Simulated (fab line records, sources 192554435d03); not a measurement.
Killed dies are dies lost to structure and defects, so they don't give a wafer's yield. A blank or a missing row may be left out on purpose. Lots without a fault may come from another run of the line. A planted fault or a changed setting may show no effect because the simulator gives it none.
A struck lot beside a sound one | flow n5_finfet | 18 steps out of a route of 1938
Sound: wafers L858.2, L858.5, L858.6. Struck: wafers L861.1, L861.3, L861.6. The cause comes at the end.
At each step with rows: each side's tool, then ch and its chambers, then its first start. Under that, the readings that differ: sound wafers | struck wafers | difference of the means | sigmas: that difference in standard deviations of wafers without a fault.
alike: readings whose means differ by less than 2 such deviations, and words and numbers that are the same on both sides. not compared: withheld readings, readings that some wafer has no value for, bounds like >300 that may hide the same value, and numbers for which the record gives no deviation and whose values overlap.
The two part at a step that has a row with sigmas, a row that says differs or no value, or rows on one side only. Numbers that don't overlap but have no deviation are shown without sigmas and don't part them. A reading that every wafer of one side lacks parts them only if that side has two wafers or more.

N5_BEOL_M11_CMP_52: polishes, stops on SiCOH lowk, t overpolish 7 s, target thk 140 nm.
  sound on cmp-01 ch 0,1,3, day 12 14:31; struck on cmp-01 ch 0,2,3, day 13 09:04
  alike: barrier_field_endpoint_s, motor_current_A, overpolish_run_s, time_to_endpoint_s
N5_BEOL_M11_THK_MEAS_53: measures by xrf.
  sound on film_metro-02, day 12 14:44; struck on film_metro-01, day 13 09:22
  alike: M11_THK
then, 1 step without rows for these wafers: N5_BEOL_M11_PRE_CLEAN_55 (time 15 s).
N5_BEOL_M11_DEP_56: deposits SiCN from 3MS/NH3, target thk 30 nm, time 10.5 s.
  sound on pecvd-04 ch 1,2, day 12 14:48; struck on pecvd-04 ch 0,1,2, day 13 09:25
  alike: showerhead_plenum_p_Torr, throttle_valve_pct
N5_BEOL_M11_RS_MEAS_57: measures by four-point-probe.
  sound on film_metro-02, day 12 14:53; struck on film_metro-02, day 13 09:29
  alike: M11_RS
N5_BEOL_M11_INSPECT_58: inspects for defects (darkfield).
  sound on defect_inspect-02, day 12 14:55; struck on defect_inspect-01, day 13 09:31
  alike: raw_defect_count
N5_BEOL_M12_ILD_DEP_00: deposits SiOC from DEMS/O2, target thk 658.92 nm, time 130.7 s.
  sound on pecvd-01 ch 0,1, day 12 14:56; struck on pecvd-01 ch 0,2, day 13 09:33
  alike: heater_power_w, showerhead_plenum_p_Torr, throttle_valve_pct
N5_BEOL_M12_THK_MEAS_01:
  sound on film_metro-01, day 12 15:05; struck on film_metro-02, day 13 09:44
  alike: M12_ILD_THK
then, 4 steps without rows for these wafers: N5_BEOL_M12_COAT_58 (time 60 s, resist thk 89 nm); N5_BEOL_M12_COAT_04 (resist thk 400 nm); N5_BEOL_M12_EBR_06; N5_BEOL_M12_SOFTBAKE_05 (time 60 s).
N5_BEOL_M12_EXPOSE_07: exposes mask V11.
  sound on krf_scanner-01 ch 0, day 12 15:20; struck on krf_scanner-01 ch 0, day 13 09:52
  reading              | sound             | struck            | difference | sigmas
  exposure_dose_mJ_cm2 | 32.51 32.47 32.48 | 30.58 30.54 30.56 | -1.93      | -55
  alike: mask, reticle_temp_C
then, 3 steps without rows for these wafers: N5_BEOL_M12_PEB_08 (peb time 90 s); N5_BEOL_M12_DEVELOP_09 (develop time 45 s); N5_BEOL_M12_HARDBAKE_14 (time 120 s).
N5_BEOL_M12_CD_MEAS_10: target cd 140 nm.
  sound on cd_sem-01 ch 0, day 12 15:30; struck on cd_sem-03 ch 0, day 13 10:02
  reading    | sound             | struck            | difference | sigmas
  cd_nm (nm) | 142.7 140.6 142.2 | 133.1 130.5 130.0 | -10.6      | -6
N5_BEOL_M12_OVL_MEAS_11:
  sound on overlay-01 ch 0, day 12 15:32; struck on overlay-02 ch 0, day 13 10:04
  alike: V11_OVL

WHERE THEY PART
First at N5_BEOL_M12_EXPOSE_07; last, within this record, at N5_BEOL_M12_CD_MEAS_10. Later steps at which nothing parts them and some readings are alike: N5_BEOL_M12_OVL_MEAS_11.

WHY: what the simulator had put in
Process parameter drift: krf_scanner-01, from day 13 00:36 on, at N5_BEOL_M12_EXPOSE_07. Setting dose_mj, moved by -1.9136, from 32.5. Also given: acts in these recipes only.
